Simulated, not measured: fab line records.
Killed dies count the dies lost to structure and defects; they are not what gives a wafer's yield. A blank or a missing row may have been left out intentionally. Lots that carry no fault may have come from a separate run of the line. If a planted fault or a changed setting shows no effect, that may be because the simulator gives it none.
fab line records ; flow nand-harc
[record] lots = 4; wafers = 12; last-day = 24
route steps=1159 shown A_ONON_D1@438 A_CHANNEL_HOLE_D1@450 END@1159
lots that met no fault: from a run of the same line without faults
start-h: the number of hours between the record's first day and the start of the first shown wafer of the lot ; wait-h: hours since the lot's step before ; " identical to the entry in the row above ; L1.1+2: one row covering several wafers at once ; - either no value or no given start ; * or withheld: withheld ; < > ~ a bound
route shown NAME@n: a module of which the file shows steps, and the number in the route of the first ; usual: the fault-free wafers' mean and standard deviation ; same: alike in all rows ; chamber/n: place in a boat ; sites: the reading at each site ; _std_site: standard deviation across them ; _edge_site: outer sites' mean less inner sites' ; radius-mm: how far each site lies from the wafer's centre ; mask NAME#n: copy n ; behind: the tool/chamber that last shaped the wafer ; hold: why the lot went on hold/how many hours it stayed there/how the hold came to an end ; device: names the non-switching transistor (n, p or np) ; end of line: tests of these same wafers at the route's end ; where a step has no rows: the recipe by itself ; killed: not the wafer's yield, but the dies lost to structure and defects at the first sort ; map: the dies of a wafer, with x for killed, . for not killed, _ for no die there
set.NAME: the run value of the setting; set.NAME@STEP: its run value at that earlier step ; model.NAME: the simulator's own value behind a step, which no gauge read
lots seen at some steps along the route; tables by step, rows by wafer
services: when a tool's chamber went out of use (start-h, in hours from the record's first day, below 0 if earlier), for how many hours, and the reason
[[steps]]
[step NHARC_A_ONON_D1_DEP_19]
[recipe] target-thk-a = 10000; n2-flow-sccm = 2750; n2o-flow-sccm = 2000; nh3-flow-sccm = 500; sih4-flow-sccm = 210; temp-c = 400
[step NHARC_A_ONON_D1_DEP_22]
[recipe] target-thk-a = 10000; n2-flow-sccm = 2750; n2o-flow-sccm = 2000; nh3-flow-sccm = 500; sih4-flow-sccm = 210; temp-c = 400
[step NHARC_A_ONON_D1_DEP_25]
[recipe] target-thk-a = 10000; n2-flow-sccm = 2750; n2o-flow-sccm = 2000; nh3-flow-sccm = 500; sih4-flow-sccm = 210; temp-c = 400
[step NHARC_A_ONON_D1_DEP_28]
[recipe] target-thk-a = 10000; n2-flow-sccm = 2750; n2o-flow-sccm = 2000; nh3-flow-sccm = 500; sih4-flow-sccm = 210; temp-c = 400
[step NHARC_A_ONON_D1_DEP_33]
[recipe] target-thk-a = 2000; temp-c = 400; pressure-torr = 6.5; rf-w = 900; teos-flow-sccm = 161.4; flow-sccm = 2650; target-thk-nm = 200; gas = O2; material = SiO2
[step NHARC_A_CHANNEL_HOLE_D1_DEP_00]
[recipe] target-thk-a = 31000; temp-c = 400; material = aC
[usual] throttle-valve-pct = 35.000/0.0089
lot.wafer;tool;chamber;start-h;wait-h;throttle-valve-pct
L365.1;acl-dep-01;0;184.90;0.1;34.990
L365.4;acl-dep-01;0;184.90;0.1;35.001
L365.6;acl-dep-01;0;184.90;0.1;35.006
L373.1;acl-dep-02;0;219.69;0.1;35.004
L373.4;acl-dep-02;0;219.69;0.1;34.986
L373.6;acl-dep-02;0;219.69;0.1;34.998
L374.1;acl-dep-02;0;233.45;4.8;35.001
L374.5;acl-dep-02;0;234.72;6.1;35.005
L374.6;acl-dep-02;0;234.72;6.1;34.994
L387.1;acl-dep-02;0;309.17;4.2;35.021
L387.4;acl-dep-02;0;309.17;4.2;35.003
L387.5;acl-dep-02;0;309.17;4.2;35.001
[step NHARC_A_CHANNEL_HOLE_D1_DEP_01]
[recipe] target-thk-a = 1400; target-thk-nm = 140; temp-c = 400; pressure-torr = 3.5; flow-sccm = 200; rf-w = 350; material = SiON
[step NHARC_A_CHANNEL_HOLE_D1_DEHYDRATE_02]
[recipe] temp-c = 150; time-s = 120
[step NHARC_A_CHANNEL_HOLE_D1_HMDS_03]
[recipe] time-s = 30
[step NHARC_A_CHANNEL_HOLE_D1_COAT_36]
[recipe] temp-c = 260; time-s = 75
[step NHARC_A_CHANNEL_HOLE_D1_COAT_37]
[recipe] temp-c = 225; time-s = 65
[step NHARC_A_CHANNEL_HOLE_D1_COAT_04]
[recipe] spin-rpm = 1500; resist-thk-nm = 90
[step NHARC_A_CHANNEL_HOLE_D1_SOFTBAKE_05]
[recipe] temp-c = 105; time-s = 55
[step NHARC_A_CHANNEL_HOLE_D1_EBR_06]
[step NHARC_A_CHANNEL_HOLE_D1_EXPOSE_07]
[recipe] na = 1.35; target-cd-nm = 100; sigma-outer = 0.3; dose-mj = 59.65; mask-id = HOLE_D1
[step NHARC_A_CHANNEL_HOLE_D1_PEB_08]
[recipe] peb-temp-c = 100; peb-time-s = 65
[step NHARC_A_CHANNEL_HOLE_D1_DEVELOP_09]
[recipe] develop-time-s = 35; dev-temp-c = 23
[step NHARC_A_CHANNEL_HOLE_D1_DESCUM_15]
[recipe] time-s = 3; o2-flow-sccm = 200; ar-flow-sccm = 0; bias-power-w = 0; chemistry = O2
[step NHARC_A_CHANNEL_HOLE_D1_ETCH_38]
[recipe] target-depth-a = 390; over-etch-frac = 0.3; time-s = 65; ion-energy-ev = 80; cf4-flow-sccm = 150; ar-flow-sccm = 0; rf-w = 300; bias-w = 100; chemistry = CF4
[step NHARC_A_CHANNEL_HOLE_D1_ETCH_39]
[recipe] target-depth-a = 2600; over-etch-frac = 0.3; time-s = 325; ion-energy-ev = 200; n2-flow-sccm = 150; h2-flow-sccm = 150; ar-flow-sccm = 0; rf-w = 400; bias-w = 150; chemistry = N2/H2
[step NHARC_A_CHANNEL_HOLE_D1_ETCH_34]
[recipe] target-depth-a = 1540; time-s = 77; cf4-flow-sccm = 100; chf3-flow-sccm = 30; ar-flow-sccm = 0; rf-w = 500; bias-w = 200; chemistry = CF4/CHF3
[step NHARC_A_CHANNEL_HOLE_D1_ETCH_16]
[recipe] target-depth-a = 31000; over-etch-frac = 0.3; time-s = 806; ion-energy-ev = 150; o2-flow-sccm = 400; cos-flow-sccm = 20; ar-flow-sccm = 0; rf-w = 500; bias-w = 300; chemistry = O2/COS
[step NHARC_A_CHANNEL_HOLE_D1_ETCH_19]
[recipe] bias-v = 1200; source-w = 2500; pressure-mtorr = 15; time-s = 34.5; ar-flow-sccm = 375; c4f8-flow-sccm = 28.8; o2-flow-sccm = 96.2; temp-c = -20; target-depth-a = *; chemistry = C4F8/O2/Ar
[step NHARC_A_CHANNEL_HOLE_D1_ETCH_20]
[recipe] bias-v = 3000; source-w = withheld; pressure-mtorr = 20; time-s = 361.9; ar-flow-sccm = 375; c4f8-flow-sccm = 89.3; o2-flow-sccm = 35.7; temp-c = -20; target-depth-a = 16000; chemistry = C4F8/O2/Ar
[step NHARC_A_CHANNEL_HOLE_D1_ETCH_21]
[recipe] bias-v = 3000; source-w = withheld; pressure-mtorr = 20; time-s = 514.3; ar-flow-sccm = 375; c4f8-flow-sccm = 89.3; o2-flow-sccm = 35.7; temp-c = -20; target-depth-a = 16000; chemistry = C4F8/O2/Ar
[step NHARC_A_CHANNEL_HOLE_D1_ETCH_22]
[recipe] bias-v = 3000; source-w = withheld; pressure-mtorr = 20; time-s = 666.7; ar-flow-sccm = 375; c4f8-flow-sccm = 89.3; o2-flow-sccm = 35.7; temp-c = -20; target-depth-a = 16000; chemistry = C4F8/O2/Ar
[step NHARC_A_CHANNEL_HOLE_D1_ETCH_23]
[recipe] bias-v = 5000; source-w = withheld; pressure-mtorr = 20; time-s = 819; ar-flow-sccm = 375; c4f8-flow-sccm = 89.3; o2-flow-sccm = 35.7; temp-c = -20; target-depth-a = 16000; chemistry = C4F8/O2/Ar
[step NHARC_A_CHANNEL_HOLE_D1_ETCH_24]
[recipe] bias-v = 5000; source-w = withheld; pressure-mtorr = 20; time-s = 906.2; ar-flow-sccm = 375; c4f8-flow-sccm = 93.8; o2-flow-sccm = 31.2; temp-c = -20; target-depth-a = 15000; chemistry = C4F8/O2/Ar
[step NHARC_A_CHANNEL_HOLE_D1_ETCH_25]
[recipe] bias-v = 5000; source-w = withheld; pressure-mtorr = 20; time-s = 1040.2; ar-flow-sccm = 375; c4f8-flow-sccm = 93.8; o2-flow-sccm = 31.2; temp-c = -20; target-depth-a = 15000; chemistry = C4F8/O2/Ar
[step NHARC_A_CHANNEL_HOLE_D1_ETCH_26]
[recipe] bias-v = 300; source-w = 2000; pressure-mtorr = 30; time-s = 224.1; ar-flow-sccm = 375; c4f8-flow-sccm = 11.4; o2-flow-sccm = 113.6; temp-c = -20; target-depth-a = 3000; chemistry = C4F8/O2/Ar
[step NHARC_A_CHANNEL_HOLE_D1_ETCH_33]
[recipe] bias-v = 400; source-w = 2000; pressure-mtorr = 25; time-s = 90; ar-flow-sccm = 375; c4f8-flow-sccm = 41.7; o2-flow-sccm = 83.3; temp-c = -20; target-depth-a = 4000; chemistry = C4F8/O2/Ar
[step NHARC_END_SORT_01]
[recipe] temp-c = 25
[usual] killed-at-array = 29/12; killed-at-other = 0.7/1; killed-at-periphery = 4/3.2; killed-dies = 34/12; killed-open = 3.4/2; killed-short = 1.8/1.3
[same] gross-dies = 677
lot.wafer;tool;chamber;start-h;wait-h;hold;killed-at-array;killed-at-other;killed-at-periphery;killed-dies;killed-open;killed-short
L374.1;prober-02;0;489.56;2.4;await-dispo/3.7h/release;89;1;3;93;4;3
L374.5;prober-02;0;492.79;3.7;await-dispo/3.7h/release;95;0;1;96;2;5
L374.6;prober-02;0;493.60;4.0;await-dispo/3.7h/release;22;0;1;23;4;0
L373.1;prober-02;0;497.43;2.5;await-dispo/3.7h/release;87;0;4;91;8;1
L373.4;prober-02;0;499.81;3.4;await-dispo/3.7h/release;21;0;8;29;3;0
// killed by level:class
L374.1 A_CHANNEL_HOLE_D1:area-dep=62 A_SLIT:chamber-film-flake=9 A_STAIRCASE:chamber-film-flake=7 A_CHANNEL_FILL_D1:chamber-film-flake=3 A_CONTACT:geometric-particle:open=2 A_CONTACT:chamber-film-flake=2 P_GATE:geometric-particle:short=1 P_M1:geometric-particle:open=1
L374.5 A_CHANNEL_HOLE_D1:area-dep=65 A_SLIT:chamber-film-flake=17 A_CHANNEL_FILL_D1:chamber-film-flake=3 A_CONTACT:chamber-film-flake=3 A_M0:geometric-particle:open=2 P_STI:geometric-particle:short=1 A_ONON_D1:geometric-particle:short=1 A_CHANNEL_HOLE_D1:geometric-particle:short=1
L374.6 A_SLIT:chamber-film-flake=10 A_CONTACT:chamber-film-flake=4 A_CHANNEL_HOLE_D1:chamber-film-flake=3 A_CONTACT:geometric-particle:open=2 A_CHANNEL_FILL_D1:chamber-film-flake=2 P_GATE:geometric-particle:open=1 A_BLC:geometric-particle:open=1
L373.1 A_CHANNEL_HOLE_D1:area-dep=63 A_CHANNEL_HOLE_D1:chamber-film-flake=12 A_BLC:geometric-particle:open=4 A_STAIRCASE:chamber-film-flake=4 P_M1:geometric-particle:open=2 A_WL_FILL:geometric-particle:short=1 A_CONTACT:geometric-particle:open=1 A_M0:geometric-particle:open=1
L373.4 A_CHANNEL_HOLE_D1:chamber-film-flake=10 P_ZERO_WELL:chamber-film-flake=4 A_CONTACT:chamber-film-flake=4 P_GATE:chamber-film-flake=3 A_WL_FILL:chamber-film-flake=3 A_STAIRCASE:chamber-film-flake=2 P_GATE:geometric-particle:open=1 A_CONTACT:geometric-particle:open=1
// map L373.1 (x killed, . not)
____________.____________
_________......._________
_______..........._______
______.............______
_____..............x_____
____...........x.....____
____....x......x.....____
___x.......x....x.....___
___.x...x.............___
__..............x......__
__...........x........x__
_......................._
_...........x..x........_
_......................._
_......................x_
_........x.............._
.x...........x...........
..x.......x.....xx.x.....
........x..x.....x..x....
............x...x........
.............x...........
_............x..x.....x._
_.....x.....x.........xx_
_x..x..x..........x....x_
_x......................_
_.x..x..xx...x........x._
__..............x....x.__
__..x..x.xx...x.......x__
___.....x.x....xx.....___
___..x...xx...x..x.xx.___
____...xxx.x......x..____
____......x.xx.......____
_____...xx..xx.xx..._____
______x.x........xx______
_______...x..x...x_______
_________x.....x_________
____________.____________
// map L374.5 (x killed, . not)
____________.____________
_________......._________
_______.........x._______
______.............______
_____.........x....._____
____..........x...x..____
____.................____
___...................___
___.............x.....___
__.....................__
__..x.x.......x........__
_.......x....x..xx......_
_...........xx.........x_
_.....xx....xx.xx...x..._
_...........xx.x........_
_.............xxx......._
....x...x...xx.xxx......x
..........x..x..x.....x..
..........xx.x..x.x......
..........x..x...........
xx.....x....x.....x......
_.....................x._
_.........x............x_
_........x......x...x..._
_x.....x...x.........x.._
_..x........xx...x....x._
__........x.xx....x....__
__x..x..........x......__
___..x..x........x....___
___......x.x..x.......___
____.....xx.....x...x____
____....x....x...x...____
_____.x..x....x....._____
______.......x..x..______
_______........x.._______
_________.x...x._________
____________x____________
[[services]]
tool;chamber;start-h;hours;kind
acl-dep-02;-;167.16;13.0;pm
acl-dep-01;-;257.96;11.6;repair
acl-dep-01;-;293.19;13.0;pm
[[key]]
[first-sign] step = NHARC_END_SORT_01; reading = killed-dies; direction = up; sigmas = 5.1; usual = 34; struck = 93
[effect] step = NHARC_END_SORT_01; reading = killed-at-array; direction = up; sigmas = 5.1; usual = 29; struck = 90
[more-kills-born-at] NHARC_A_CHANNEL_HOLE_D1_DEP_00@acl-dep-02 = 190
met-at NHARC_A_CHANNEL_HOLE_D1_DEP_00
struck-wafers L373.1,L374.1,L374.5
tester-left-out L373,L374
[fault] kind = process-parameter-drift; tool = acl-dep-02; chamber = -; onset-h = 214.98; steps = NHARC_A_CHANNEL_HOLE_D1_DEP_00; channel = target-thk-a; offset = *; shape = step; end-h = 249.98; scope = struck-wafers-only; acts-in = *; stated = *
// tester-left-out: of these lots the tester's yield and bins aren't shown, on N5 and GAA mostly nor the transistor test; their killed dies are dies lost to structure and defects alone, not to doping, threshold or leakage, so they don't give the yield
